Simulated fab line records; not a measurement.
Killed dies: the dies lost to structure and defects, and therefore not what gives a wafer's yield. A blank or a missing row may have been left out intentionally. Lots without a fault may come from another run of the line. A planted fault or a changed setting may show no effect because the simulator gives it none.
fab line records / flow nandHarc
record: lots: 14 wafers: 40 lastDay: 33
route steps=1302 shown A_ZERO_WELL@404 A_ONON_D1@438
lots with no fault: from the same line, run without faults
startH: start of the lot's first displayed wafer, in hours after the record's first day / waitH: hours since the lot's step before / " the same as in the row above / L1.1+2: a row that stands for several wafers / - no value present, or no start provided / * or withheld: withheld / < > ~ a bound
route shown NAME@n: NAME is a module with steps in the file, n the number in the route of the first one / usual: mean and standard deviation over wafers with no fault / same: alike in all rows / chamber/n: place in a boat / sites: per-site readings / _std_site: standard deviation of those values / _edge_site: outer sites' mean less inner sites' / radiusMm: for every site, how far away it sits from the centre of the wafer / mask NAME#n: copy n / behind: tool/chamber where the wafer was last shaped / hold: why the lot went on hold/how many hours it stayed there/how the hold came to an end / device: transistor that didn't switch, given as n, p or np / end of line: the tests these same wafers got at the end of their route / a step given without rows: its recipe and nothing more / killed: count of dies lost to structure and defects at first sort (not the wafer's yield) / map: a wafer's dies, marking killed ones x, the rest . and places with no die _
set.NAME: the setting the step ran with; set.NAME@STEP: the setting that earlier step ran with / model.NAME: the simulator's own value behind a step, which no gauge read
steps of the route over a sample of lots; a table a step, a row a wafer
services: from which hour (startH, from the record's first day; less than 0 if before it) a tool's chamber was out of use, for how many hours, and why
== steps ==
step: NHARC_A_ZERO_WELL_ETCH_19
recipe: targetDepthA: 800 overetchA: 240 timeS: 87.88 ionEnergyEv: 200 n2FlowSccm: 150 h2FlowSccm: 150 arFlowSccm: 0 rfW: 400 biasW: 150 chemistry: N2/H2
usual: drypumpMotorCurrentA: 5.5/0.48 mfcArSccm: 0.003/0.0053 oesProductAu: 1.001/0.0097 rfVppV: 428.1/2.2 showerheadPlenumPTorr: 1.96/0.072 throttleValvePct: 14.171/0.0089
lot.wafer=L374.1 tool=rieDiel-11 chamber=3 startH=143.94 waitH=0.2 drypumpMotorCurrentA=6.5 mfcArSccm=0 oesProductAu=0.996 rfHoursCounterH=18 rfVppV=426.8 showerheadPlenumPTorr=1.89 throttleValvePct=14.169
lot.wafer=L374.6 tool=rieDiel-11 chamber=2 startH=143.94 waitH=0.2 drypumpMotorCurrentA=5.7 mfcArSccm=0.004 oesProductAu=0.997 rfHoursCounterH=- rfVppV=428.0 showerheadPlenumPTorr=1.92 throttleValvePct=14.153
lot.wafer=L374.5 tool=rieDiel-11 chamber=3 startH=143.94 waitH=0.2 drypumpMotorCurrentA=6.5 mfcArSccm=0 oesProductAu=0.992 rfHoursCounterH=- rfVppV=428.2 showerheadPlenumPTorr=1.89 throttleValvePct=14.178
lot.wafer=L376.3 tool=rieDiel-13 chamber=0 startH=160.49 waitH=0.1 drypumpMotorCurrentA=5.4 mfcArSccm=0 oesProductAu=1.004 rfHoursCounterH=5 rfVppV=427.0 showerheadPlenumPTorr=1.91 throttleValvePct=14.172
lot.wafer=L376.5 tool=rieDiel-13 chamber=1 startH=160.49 waitH=0.1 drypumpMotorCurrentA=5.2 mfcArSccm=0.011 oesProductAu=1.000 rfHoursCounterH=- rfVppV=427.0 showerheadPlenumPTorr=1.92 throttleValvePct=14.170
lot.wafer=L376.6 tool=rieDiel-13 chamber=2 startH=160.49 waitH=0.1 drypumpMotorCurrentA=5.0 mfcArSccm=0 oesProductAu=1.001 rfHoursCounterH=- rfVppV=426.3 showerheadPlenumPTorr=1.91 throttleValvePct=14.166
lot.wafer=L375.1 tool=rieDiel-10 chamber=1 startH=160.65 waitH=0.1 drypumpMotorCurrentA=6.1 mfcArSccm=0 oesProductAu=0.999 rfHoursCounterH=15 rfVppV=433.1 showerheadPlenumPTorr=2.11 throttleValvePct=14.183
lot.wafer=L375.5 tool=rieDiel-10 chamber=1 startH=160.65 waitH=0.1 drypumpMotorCurrentA=6.1 mfcArSccm=0 oesProductAu=1.014 rfHoursCounterH=- rfVppV=433.6 showerheadPlenumPTorr=2.11 throttleValvePct=14.179
lot.wafer=L375.6 tool=rieDiel-10 chamber=2 startH=160.65 waitH=0.1 drypumpMotorCurrentA=6.5 mfcArSccm=0 oesProductAu=0.995 rfHoursCounterH=- rfVppV=425.7 showerheadPlenumPTorr=1.93 throttleValvePct=14.158
lot.wafer=L377.4 tool=rieDiel-10 chamber=2 startH=172.60 waitH=0.1 drypumpMotorCurrentA=6.5 mfcArSccm=0 oesProductAu=0.989 rfHoursCounterH=17 rfVppV=427.4 showerheadPlenumPTorr=1.93 throttleValvePct=14.179
lot.wafer=L377.1 tool=rieDiel-10 chamber=3 startH=172.60 waitH=0.1 drypumpMotorCurrentA=6.6 mfcArSccm=0 oesProductAu=1.004 rfHoursCounterH=16 rfVppV=427.1 showerheadPlenumPTorr=1.95 throttleValvePct=14.184
lot.wafer=L377.6 tool=rieDiel-10 chamber=1 startH=172.60 waitH=0.1 drypumpMotorCurrentA=6.0 mfcArSccm=0 oesProductAu=1.005 rfHoursCounterH=- rfVppV=433.0 showerheadPlenumPTorr=2.11 throttleValvePct=14.170
lot.wafer=L380.4 tool=rieDiel-13 chamber=1 startH=197.11 waitH=0.1 drypumpMotorCurrentA=5.3 mfcArSccm=0.011 oesProductAu=1.010 rfHoursCounterH=0 rfVppV=427.8 showerheadPlenumPTorr=1.92 throttleValvePct=14.170
lot.wafer=L380.3 tool=rieDiel-13 chamber=2 startH=197.11 waitH=0.1 drypumpMotorCurrentA=5.0 mfcArSccm=0 oesProductAu=1.007 rfHoursCounterH=0 rfVppV=428.1 showerheadPlenumPTorr=1.91 throttleValvePct=14.178
lot.wafer=L380.2 tool=rieDiel-13 chamber=3 startH=197.11 waitH=0.1 drypumpMotorCurrentA=5.4 mfcArSccm=0 oesProductAu=0.997 rfHoursCounterH=0 rfVppV=429.1 showerheadPlenumPTorr=1.99 throttleValvePct=14.167
lot.wafer=L381.3 tool=rieDiel-11 chamber=3 startH=213.71 waitH=0.1 drypumpMotorCurrentA=6.5 mfcArSccm=0 oesProductAu=0.989 rfHoursCounterH=42 rfVppV=425.2 showerheadPlenumPTorr=1.89 throttleValvePct=14.186
lot.wafer=L381.4 tool=rieDiel-11 chamber=0 startH=213.71 waitH=0.1 drypumpMotorCurrentA=5.8 mfcArSccm=0 oesProductAu=1.003 rfHoursCounterH=43 rfVppV=431.4 showerheadPlenumPTorr=2.08 throttleValvePct=14.167
lot.wafer=L381.6 tool=rieDiel-11 chamber=3 startH=213.71 waitH=0.1 drypumpMotorCurrentA=6.5 mfcArSccm=0 oesProductAu=0.996 rfHoursCounterH=- rfVppV=426.3 showerheadPlenumPTorr=1.89 throttleValvePct=14.179
lot.wafer=L382.4 tool=rieDiel-11 chamber=1 startH=220.49 waitH=0.1 drypumpMotorCurrentA=5.5 mfcArSccm=0 oesProductAu=1.015 rfHoursCounterH=44 rfVppV=430.4 showerheadPlenumPTorr=2.04 throttleValvePct=14.173
lot.wafer=L382.6 tool=rieDiel-11 chamber=3 startH=220.49 waitH=0.1 drypumpMotorCurrentA=6.5 mfcArSccm=0 oesProductAu=1.007 rfHoursCounterH=- rfVppV=426.2 showerheadPlenumPTorr=1.89 throttleValvePct=14.171
lot.wafer=L382.5 tool=rieDiel-11 chamber=0 startH=220.49 waitH=0.1 drypumpMotorCurrentA=5.8 mfcArSccm=0 oesProductAu=1.017 rfHoursCounterH=- rfVppV=431.8 showerheadPlenumPTorr=2.08 throttleValvePct=14.152
lot.wafer=L383.2 tool=rieDiel-13 chamber=3 startH=233.12 waitH=0.1 drypumpMotorCurrentA=5.4 mfcArSccm=0 oesProductAu=0.993 rfHoursCounterH=1 rfVppV=430.2 showerheadPlenumPTorr=1.99 throttleValvePct=14.162
lot.wafer=L383.1 tool=rieDiel-13 chamber=0 startH=233.12 waitH=0.1 drypumpMotorCurrentA=5.4 mfcArSccm=0 oesProductAu=0.996 rfHoursCounterH=1 rfVppV=427.5 showerheadPlenumPTorr=1.91 throttleValvePct=14.174
lot.wafer=L383.5 tool=rieDiel-13 chamber=3 startH=233.12 waitH=0.1 drypumpMotorCurrentA=5.3 mfcArSccm=0 oesProductAu=1.000 rfHoursCounterH=- rfVppV=430.0 showerheadPlenumPTorr=1.99 throttleValvePct=14.190
lot.wafer=L384.3 tool=rieDiel-11 chamber=0 startH=242.60 waitH=0.1 drypumpMotorCurrentA=5.8 mfcArSccm=0 oesProductAu=1.017 rfHoursCounterH=55 rfVppV=431.9 showerheadPlenumPTorr=2.07 throttleValvePct=14.176
lot.wafer=L384.2 tool=rieDiel-11 chamber=2 startH=242.60 waitH=0.1 drypumpMotorCurrentA=5.7 mfcArSccm=0.004 oesProductAu=1.036 rfHoursCounterH=56 rfVppV=427.0 showerheadPlenumPTorr=1.91 throttleValvePct=14.181
lot.wafer=L384.6 tool=rieDiel-11 chamber=0 startH=242.60 waitH=0.1 drypumpMotorCurrentA=5.8 mfcArSccm=0 oesProductAu=1.013 rfHoursCounterH=- rfVppV=432.2 showerheadPlenumPTorr=2.07 throttleValvePct=14.166
lot.wafer=L385.4 tool=rieDiel-13 chamber=0 startH=246.30 waitH=0.1 drypumpMotorCurrentA=5.3 mfcArSccm=0 oesProductAu=1.005 rfHoursCounterH=2 rfVppV=425.4 showerheadPlenumPTorr=1.91 throttleValvePct=14.170
lot.wafer=L385.5 tool=rieDiel-13 chamber=0 startH=246.30 waitH=0.1 drypumpMotorCurrentA=5.4 mfcArSccm=0 oesProductAu=1.001 rfHoursCounterH=- rfVppV=426.9 showerheadPlenumPTorr=1.91 throttleValvePct=14.172
lot.wafer=L385.6 tool=rieDiel-13 chamber=1 startH=246.30 waitH=0.1 drypumpMotorCurrentA=5.3 mfcArSccm=0.011 oesProductAu=1.007 rfHoursCounterH=- rfVppV=426.3 showerheadPlenumPTorr=1.92 throttleValvePct=14.166
lot.wafer=L392.4 tool=rieDiel-13 chamber=3 startH=321.92 waitH=0.1 drypumpMotorCurrentA=5.3 mfcArSccm=0 oesProductAu=0.998 rfHoursCounterH=3 rfVppV=430.6 showerheadPlenumPTorr=1.99 throttleValvePct=14.161
lot.wafer=L392.3 tool=rieDiel-13 chamber=0 startH=321.92 waitH=0.1 drypumpMotorCurrentA=5.4 mfcArSccm=0 oesProductAu=1.001 rfHoursCounterH=3 rfVppV=426.7 showerheadPlenumPTorr=1.91 throttleValvePct=14.171
lot.wafer=L393.1 tool=rieDiel-13 chamber=0 startH=325.22 waitH=0.1 drypumpMotorCurrentA=5.4 mfcArSccm=0 oesProductAu=0.992 rfHoursCounterH=3 rfVppV=426.1 showerheadPlenumPTorr=1.91 throttleValvePct=14.157
lot.wafer=L393.3 tool=rieDiel-13 chamber=2 startH=325.22 waitH=0.1 drypumpMotorCurrentA=5.0 mfcArSccm=0 oesProductAu=0.992 rfHoursCounterH=4 rfVppV=428.0 showerheadPlenumPTorr=1.91 throttleValvePct=14.189
lot.wafer=L395.1 tool=rieDiel-10 chamber=2 startH=348.71 waitH=0.1 drypumpMotorCurrentA=6.5 mfcArSccm=0 oesProductAu=0.997 rfHoursCounterH=20 rfVppV=426.9 showerheadPlenumPTorr=1.92 throttleValvePct=14.177
lot.wafer=L395.2 tool=rieDiel-10 chamber=3 startH=348.71 waitH=0.1 drypumpMotorCurrentA=6.6 mfcArSccm=0 oesProductAu=0.998 rfHoursCounterH=19 rfVppV=429.2 showerheadPlenumPTorr=1.94 throttleValvePct=14.182
lot.wafer=L395.4 tool=rieDiel-10 chamber=1 startH=348.71 waitH=0.1 drypumpMotorCurrentA=6.0 mfcArSccm=0 oesProductAu=1.008 rfHoursCounterH=20 rfVppV=432.1 showerheadPlenumPTorr=2.10 throttleValvePct=14.181
lot.wafer=L397.4 tool=rieDiel-13 chamber=1 startH=371.69 waitH=0.1 drypumpMotorCurrentA=5.3 mfcArSccm=0.011 oesProductAu=0.995 rfHoursCounterH=1 rfVppV=426.6 showerheadPlenumPTorr=1.92 throttleValvePct=14.163
lot.wafer=L397.6 tool=rieDiel-13 chamber=3 startH=371.69 waitH=0.1 drypumpMotorCurrentA=5.4 mfcArSccm=0 oesProductAu=0.995 rfHoursCounterH=- rfVppV=430.3 showerheadPlenumPTorr=1.99 throttleValvePct=14.168
lot.wafer=L397.5 tool=rieDiel-13 chamber=0 startH=371.69 waitH=0.1 drypumpMotorCurrentA=5.4 mfcArSccm=0 oesProductAu=0.992 rfHoursCounterH=- rfVppV=426.9 showerheadPlenumPTorr=1.91 throttleValvePct=14.176
step: NHARC_A_ONON_D1_DEP_19
recipe: targetThkA: 10000 n2FlowSccm: 2750 n2oFlowSccm: 2000 nh3FlowSccm: 500 sih4FlowSccm: 210 tempC: 400
lot.wafer=L374.1+5+6 tool=pecvdOnon-01 chamber=0 startH=179.67 waitH=0.1
lot.wafer=L375.1+5+6 tool=pecvdOnon-03 chamber=0 startH=194.99 waitH=0.1
lot.wafer=L376.3+5+6 tool=pecvdOnon-01 chamber=0 startH=195.13 waitH=0.2
lot.wafer=L377.1+4+6 tool=pecvdOnon-01 chamber=0 startH=205.33 waitH=0.1
lot.wafer=L380.2+3+4 tool=pecvdOnon-01 chamber=0 startH=229.87 waitH=0.1
lot.wafer=L381.3+4+6 tool=pecvdOnon-01 chamber=0 startH=250.73 waitH=0.2
lot.wafer=L382.4+5+6 tool=pecvdOnon-03 chamber=0 startH=254.55 waitH=0.2
lot.wafer=L383.1+2+5 tool=pecvdOnon-04 chamber=0 startH=267.44 waitH=0.1
lot.wafer=L384.2+3+6 tool=pecvdOnon-04 chamber=0 startH=274.47 waitH=0.1
lot.wafer=L385.4+5+6 tool=pecvdOnon-03 chamber=0 startH=281.22 waitH=0.2
lot.wafer=L392.3+4 tool=pecvdOnon-03 chamber=0 startH=354.13 waitH=0.2
lot.wafer=L393.1+3 tool=pecvdOnon-03 chamber=0 startH=360.29 waitH=0.1
lot.wafer=L395.1+2+4 tool=pecvdOnon-01 chamber=0 startH=379.29 waitH=0.1
lot.wafer=L397.4+5+6 tool=pecvdOnon-01 chamber=0 startH=403.35 waitH=0.2
step: NHARC_A_ONON_D1_THK_MEAS_21
recipe: thkMeasGauge: ellipsometry
usual: thkNm: 1000/9.7
lot.wafer=L374.1 tool=filmMetro-02 chamber=- startH=180.18 waitH=- thkNm=998
lot.wafer=L374.5 tool=filmMetro-02 chamber=- startH=180.18 waitH=- thkNm=999
lot.wafer=L374.6 tool=filmMetro-02 chamber=- startH=180.18 waitH=- thkNm=998
lot.wafer=L375.1 tool=filmMetro-01 chamber=- startH=195.50 waitH=- thkNm=1023
lot.wafer=L375.5 tool=filmMetro-01 chamber=- startH=195.50 waitH=- thkNm=1022
lot.wafer=L375.6 tool=filmMetro-01 chamber=- startH=195.50 waitH=- thkNm=1021
lot.wafer=L376.3 tool=filmMetro-02 chamber=- startH=195.53 waitH=- thkNm=998
lot.wafer=L376.5 tool=filmMetro-02 chamber=- startH=195.53 waitH=- thkNm=998
lot.wafer=L376.6 tool=filmMetro-02 chamber=- startH=195.53 waitH=- thkNm=998
lot.wafer=L377.1 tool=filmMetro-01 chamber=- startH=205.84 waitH=- thkNm=1007
lot.wafer=L377.4 tool=filmMetro-01 chamber=- startH=205.84 waitH=- thkNm=1008
lot.wafer=L377.6 tool=filmMetro-01 chamber=- startH=205.84 waitH=- thkNm=1009
lot.wafer=L380.2 tool=filmMetro-02 chamber=- startH=230.32 waitH=- thkNm=1005
lot.wafer=L380.3 tool=filmMetro-02 chamber=- startH=230.32 waitH=- thkNm=1007
lot.wafer=L380.4 tool=filmMetro-02 chamber=- startH=230.32 waitH=- thkNm=1007
lot.wafer=L381.3 tool=filmMetro-02 chamber=- startH=251.12 waitH=- thkNm=992
lot.wafer=L381.4 tool=filmMetro-02 chamber=- startH=251.12 waitH=- thkNm=991
lot.wafer=L381.6 tool=filmMetro-02 chamber=- startH=251.12 waitH=- thkNm=993
lot.wafer=L382.4 tool=filmMetro-01 chamber=- startH=254.89 waitH=- thkNm=1016
lot.wafer=L382.5 tool=filmMetro-01 chamber=- startH=254.89 waitH=- thkNm=1015
lot.wafer=L382.6 tool=filmMetro-01 chamber=- startH=254.89 waitH=- thkNm=1016
lot.wafer=L383.1 tool=filmMetro-01 chamber=- startH=267.96 waitH=- thkNm=1005
lot.wafer=L383.2 tool=filmMetro-01 chamber=- startH=267.96 waitH=- thkNm=1006
lot.wafer=L383.5 tool=filmMetro-01 chamber=- startH=267.96 waitH=- thkNm=1004
lot.wafer=L384.2 tool=filmMetro-01 chamber=- startH=274.93 waitH=- thkNm=999
lot.wafer=L384.3 tool=filmMetro-01 chamber=- startH=274.93 waitH=- thkNm=996
lot.wafer=L384.6 tool=filmMetro-01 chamber=- startH=274.93 waitH=- thkNm=997
lot.wafer=L385.4 tool=filmMetro-02 chamber=- startH=281.56 waitH=- thkNm=1002
lot.wafer=L385.5 tool=filmMetro-02 chamber=- startH=281.56 waitH=- thkNm=1002
lot.wafer=L385.6 tool=filmMetro-02 chamber=- startH=281.56 waitH=- thkNm=1001
lot.wafer=L392.3 tool=filmMetro-01 chamber=- startH=354.52 waitH=- thkNm=984
lot.wafer=L392.4 tool=filmMetro-01 chamber=- startH=354.52 waitH=- thkNm=514
lot.wafer=L393.1 tool=filmMetro-02 chamber=- startH=360.80 waitH=- thkNm=528
lot.wafer=L393.3 tool=filmMetro-02 chamber=- startH=360.80 waitH=- thkNm=997
lot.wafer=L395.1 tool=filmMetro-01 chamber=- startH=379.79 waitH=- thkNm=985
lot.wafer=L395.2 tool=filmMetro-01 chamber=- startH=379.79 waitH=- thkNm=985
lot.wafer=L395.4 tool=filmMetro-01 chamber=- startH=379.79 waitH=- thkNm=986
lot.wafer=L397.4 tool=filmMetro-02 chamber=- startH=403.69 waitH=- thkNm=1004
lot.wafer=L397.5 tool=filmMetro-02 chamber=- startH=403.69 waitH=- thkNm=1003
lot.wafer=L397.6 tool=filmMetro-02 chamber=- startH=403.69 waitH=- thkNm=1004
step: NHARC_A_ONON_D1_INSPECT_32
usual: rawDefectCount: 76/28
lot.wafer=L374.1 tool=defectInspect-01 chamber=- startH=182.44 waitH=0.0 rawDefectCount=54
lot.wafer=L374.5 tool=defectInspect-01 chamber=- startH=182.44 waitH=0.0 rawDefectCount=64
lot.wafer=L374.6 tool=defectInspect-01 chamber=- startH=182.44 waitH=0.0 rawDefectCount=65
lot.wafer=L375.1 tool=defectInspect-02 chamber=- startH=197.75 waitH=0.0 rawDefectCount=178
lot.wafer=L375.5 tool=defectInspect-02 chamber=- startH=197.75 waitH=0.0 rawDefectCount=98
lot.wafer=L375.6 tool=defectInspect-02 chamber=- startH=197.75 waitH=0.0 rawDefectCount=87
lot.wafer=L376.3 tool=defectInspect-01 chamber=- startH=197.78 waitH=0.0 rawDefectCount=98
lot.wafer=L376.5 tool=defectInspect-01 chamber=- startH=197.78 waitH=0.0 rawDefectCount=115
lot.wafer=L376.6 tool=defectInspect-01 chamber=- startH=197.78 waitH=0.0 rawDefectCount=89
lot.wafer=L377.1 tool=defectInspect-02 chamber=- startH=208.07 waitH=0.0 rawDefectCount=64
lot.wafer=L377.4 tool=defectInspect-02 chamber=- startH=208.07 waitH=0.0 rawDefectCount=47
lot.wafer=L377.6 tool=defectInspect-02 chamber=- startH=208.07 waitH=0.0 rawDefectCount=109
lot.wafer=L380.2 tool=defectInspect-02 chamber=- startH=232.55 waitH=0.0 rawDefectCount=103
lot.wafer=L380.3 tool=defectInspect-02 chamber=- startH=232.55 waitH=0.0 rawDefectCount=52
lot.wafer=L380.4 tool=defectInspect-02 chamber=- startH=232.55 waitH=0.0 rawDefectCount=87
lot.wafer=L381.3 tool=defectInspect-01 chamber=- startH=253.37 waitH=0.0 rawDefectCount=109
lot.wafer=L381.4 tool=defectInspect-01 chamber=- startH=253.37 waitH=0.0 rawDefectCount=134
lot.wafer=L381.6 tool=defectInspect-01 chamber=- startH=253.37 waitH=0.0 rawDefectCount=57
lot.wafer=L382.4 tool=defectInspect-01 chamber=- startH=257.13 waitH=0.0 rawDefectCount=35
lot.wafer=L382.5 tool=defectInspect-01 chamber=- startH=257.13 waitH=0.0 rawDefectCount=95
lot.wafer=L382.6 tool=defectInspect-01 chamber=- startH=257.13 waitH=0.0 rawDefectCount=92
lot.wafer=L383.1 tool=defectInspect-01 chamber=- startH=270.20 waitH=0.0 rawDefectCount=62
lot.wafer=L383.2 tool=defectInspect-01 chamber=- startH=270.20 waitH=0.0 rawDefectCount=72
lot.wafer=L383.5 tool=defectInspect-01 chamber=- startH=270.20 waitH=0.0 rawDefectCount=54
lot.wafer=L384.2 tool=defectInspect-01 chamber=- startH=277.16 waitH=0.0 rawDefectCount=46
lot.wafer=L384.3 tool=defectInspect-01 chamber=- startH=277.16 waitH=0.0 rawDefectCount=87
lot.wafer=L384.6 tool=defectInspect-01 chamber=- startH=277.16 waitH=0.0 rawDefectCount=70
lot.wafer=L385.4 tool=defectInspect-02 chamber=- startH=283.79 waitH=0.0 rawDefectCount=118
lot.wafer=L385.5 tool=defectInspect-02 chamber=- startH=283.79 waitH=0.0 rawDefectCount=57
lot.wafer=L385.6 tool=defectInspect-02 chamber=- startH=283.79 waitH=0.0 rawDefectCount=81
lot.wafer=L392.3 tool=defectInspect-01 chamber=- startH=356.75 waitH=0.0 rawDefectCount=118
lot.wafer=L392.4 tool=defectInspect-01 chamber=- startH=356.75 waitH=0.0 rawDefectCount=106
lot.wafer=L393.1 tool=defectInspect-01 chamber=- startH=363.03 waitH=0.0 rawDefectCount=48
lot.wafer=L393.3 tool=defectInspect-01 chamber=- startH=363.03 waitH=0.0 rawDefectCount=39
lot.wafer=L395.1 tool=defectInspect-02 chamber=- startH=382.03 waitH=0.0 rawDefectCount=53
lot.wafer=L395.2 tool=defectInspect-02 chamber=- startH=382.03 waitH=0.0 rawDefectCount=96
lot.wafer=L395.4 tool=defectInspect-02 chamber=- startH=382.03 waitH=0.0 rawDefectCount=93
lot.wafer=L397.4 tool=defectInspect-01 chamber=- startH=405.95 waitH=0.0 rawDefectCount=82
lot.wafer=L397.5 tool=defectInspect-01 chamber=- startH=405.95 waitH=0.0 rawDefectCount=89
lot.wafer=L397.6 tool=defectInspect-01 chamber=- startH=405.95 waitH=0.0 rawDefectCount=79
== services ==
tool=pecvdOnon-04 chamber=- startH=130.00 hours=13.0 kind=pm
tool=rieDiel-10 chamber=3 startH=142.14 hours=3.9 kind=repair
tool=rieDiel-13 chamber=0 startH=144.08 hours=- kind=clean
tool=rieDiel-13 chamber=1 startH=144.08 hours=- kind=clean
tool=rieDiel-13 chamber=2 startH=144.08 hours=- kind=clean
tool=rieDiel-13 chamber=3 startH=144.08 hours=- kind=clean
tool=rieDiel-13 chamber=- startH=165.00 hours=9.0 kind=pm
tool=rieDiel-13 chamber=0 startH=165.00 hours=9.0 kind=ventCycle
tool=rieDiel-11 chamber=3 startH=177.90 hours=8.7 kind=repair
tool=rieDiel-11 chamber=1 startH=198.54 hours=4.5 kind=repair
tool=rieDiel-13 chamber=1 startH=204.85 hours=6.6 kind=repair
tool=pecvdOnon-03 chamber=- startH=227.00 hours=13.0 kind=pm
tool=rieDiel-13 chamber=1 startH=235.82 hours=6.9 kind=repair
tool=rieDiel-10 chamber=- startH=242.59 hours=9.0 kind=pm
tool=rieDiel-11 chamber=3 startH=255.28 hours=5.4 kind=repair
tool=rieDiel-11 chamber=- startH=255.53 hours=9.0 kind=pm
tool=pecvdOnon-01 chamber=- startH=269.20 hours=13.0 kind=pm
tool=rieDiel-11 chamber=0 startH=271.41 hours=8.5 kind=repair
tool=rieDiel-11 chamber=1 startH=273.07 hours=9.4 kind=repair
tool=pecvdOnon-04 chamber=- startH=311.00 hours=13.0 kind=pm
tool=rieDiel-13 chamber=- startH=342.00 hours=9.0 kind=pm
tool=rieDiel-10 chamber=1 startH=364.05 hours=13.9 kind=repair
tool=pecvdOnon-04 chamber=- startH=367.69 hours=6.6 kind=repair
tool=rieDiel-10 chamber=0 startH=370.82 hours=8.7 kind=repair
== key ==
firstSign: step: NHARC_A_ONON_D1_THK_MEAS_21 reading: thkNm direction: down sigmas: 49 usual: 1000 struck: 521
effect none on later readings
metAt NHARC_A_ONON_D1_DEP_19
struckLots L392,L393
struckWafers L392.4,L393.1
laterRowsLeftOut L392.4,L393.1
sortLeftOut L392.4,L393.1
testerLeftOut L392,L393
notActingAt NHARC_A_ZERO_WELL_ETCH_19,NHARC_A_ONON_D1_INSPECT_32
onsetBetween 281.22 354.13
fault: kind: processParameterDrift tool: pecvdOnon-03 chamber: - onsetH: 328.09 steps: NHARC_A_ONON_D1_DEP_19 channel: targetThkA offset: * shape: step endH: 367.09 scope: struckWafersOnly actsIn: * stated: *
testerLeftOut: of these lots the tester's yield and bins aren't shown, on N5 and GAA mostly nor the transistor test; their killed dies are dies lost to structure and defects alone, not to doping, threshold or leakage, so they don't give the yield
sortLeftOut: the simulated sort isn't trusted on such a fault, so these wafers' sort isn't shown, and their yield isn't known
laterRowsLeftOut: the simulator's readings of these wafers behind a module that went badly wrong aren't trusted and aren't shown, but for the sort
